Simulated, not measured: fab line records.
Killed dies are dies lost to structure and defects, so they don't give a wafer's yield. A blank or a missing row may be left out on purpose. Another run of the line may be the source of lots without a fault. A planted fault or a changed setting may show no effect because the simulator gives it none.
Split-lot experiment | flow n5Finfet | 21 wafers read from 7 lots, route of 1938 steps

ABOUT THE SPLIT
At N5_GATE_CUT_COAT_07 (resist thk 30 nm), the setting spinRpm was moved away from the recipe's 1500 rpm on 4 of the 21 wafers read, by -7.3% to +6.1%. For the rest of the wafers, this setting stayed at what the recipe calls for.

FROM THE SPLIT TO THE READING: what the file shows between them, 3 steps
- N5_GATE_CUT_EBR_09
- N5_GATE_CUT_SOFTBAKE_08: time 60 s
- N5_GATE_CUT_DESCUM_18: chemistry O2, time 7 s

THE READING
CAR-EUV_of_GATE_CUT_COAT_07.thkNm (the simulator's own value, which no gauge read), in nm, at N5_GATE_CUT_ETCH_28 (etches underlayer in N2/H2, target depth 13 nm, time 10.4 s). No usual value for it is given in the file. Across the 17 wafers here that went through the recipe, the average is 14.6 nm and the standard deviation 0.15 nm.

wafer  | tool, chamber at the split | spinRpm as run, rpm | against the recipe | CAR-EUV_of_GATE_CUT_COAT_07.thkNm, nm | against lot-mates on the recipe
L076.2 | lithoTrack-03, 0           | 1500                | recipe             | 14.8                                  | -
L076.4 | lithoTrack-03, 0           | 1500                | recipe             | 14.8                                  | -
L076.5 | lithoTrack-03, 0           | 1500                | recipe             | 14.8                                  | -
L079.1 | lithoTrack-03, 0           | 1500                | recipe             | 14.6                                  | -
L079.2 | lithoTrack-03, 0           | 1500                | recipe             | 14.6                                  | -
L079.4 | lithoTrack-03, 0           | 1500                | recipe             | 14.6                                  | -
L083.3 | lithoTrack-04, 0           | 1500                | recipe             | 14.4                                  | -
L083.4 | lithoTrack-04, 0           | 1500                | recipe             | 14.4                                  | -
L083.5 | lithoTrack-04, 0           | 1500                | recipe             | 14.4                                  | -
L088.1 | lithoTrack-03, 0           | 1390                | -7.3%              | 15.6                                  | +1.0
L088.4 | lithoTrack-03, 0           | 1500                | recipe             | 14.6                                  | -
L088.5 | lithoTrack-03, 0           | 1390                | -7.3%              | 15.8                                  | +1.2
L089.1 | lithoTrack-04, 0           | 1592                | +6.1%              | 13.8                                  | -0.8
L089.2 | lithoTrack-04, 0           | 1500                | recipe             | 14.6                                  | -
L089.4 | lithoTrack-04, 0           | 1500                | recipe             | 14.6                                  | -
L090.1 | lithoTrack-03, 0           | 1500                | recipe             | 14.4                                  | -
L090.2 | lithoTrack-03, 0           | 1500                | recipe             | 14.4                                  | -
L090.5 | lithoTrack-03, 0           | 1426                | -4.9%              | 15.2                                  | +0.8
L092.1 | lithoTrack-03, 0           | 1500                | recipe             | 14.6                                  | -
L092.4 | lithoTrack-03, 0           | 1500                | recipe             | 14.6                                  | -
L092.3 | lithoTrack-03, 0           | 1500                | recipe             | 14.8                                  | -

THE FIT
A straight line over all 21 wafers: CAR-EUV_of_GATE_CUT_COAT_07.thkNm changes by -0.142 nm for each +1% of spinRpm; r = -0.94; the points scatter about the line by 0.15 nm.
The same after taking each lot's own level away (the mean of its wafers on the recipe; 21 wafers): -0.147 nm for each +1%; r = -0.99; scatter 0.057 nm.
On that fit, the largest move of spinRpm shifts the reading by 1.1 nm.
From 14.40 to 14.80 nm: that is the span of the lots' own levels, equal to 2.8 times the standard deviation above.
Hence the lot-to-lot level has little effect on the slope; both slopes agree.
Check: with one of the wafers moved furthest among these (-7.3%) left out of the fit, the line predicts +1.13 nm for it against its lot-mates. It came out at +1 nm against them.

THE WHOLE CHAIN: every reading that the file lists as answering this split, in the file's order
step                | what it does                                                | reading                                                                            | change (the file's fit)               | r (the file's)
N5_GATE_CUT_COAT_07 | resist thk 30 nm                                            | CAR-EUV_of_GATE_CUT_COAT_07.thkNm (the simulator's own value, which no gauge read) | -0.144 nm for each +1% of the setting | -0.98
N5_GATE_CUT_ETCH_28 | etches underlayer in N2/H2, target depth 13 nm, time 10.4 s | CAR-EUV_of_GATE_CUT_COAT_07.thkNm (the simulator's own value, which no gauge read) | -0.146 nm for each +1% of the setting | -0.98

FILE'S OWN FIT
CAR-EUV_of_GATE_CUT_COAT_07.thkNm changes by -0.146 nm for each +1% of spinRpm, r = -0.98.
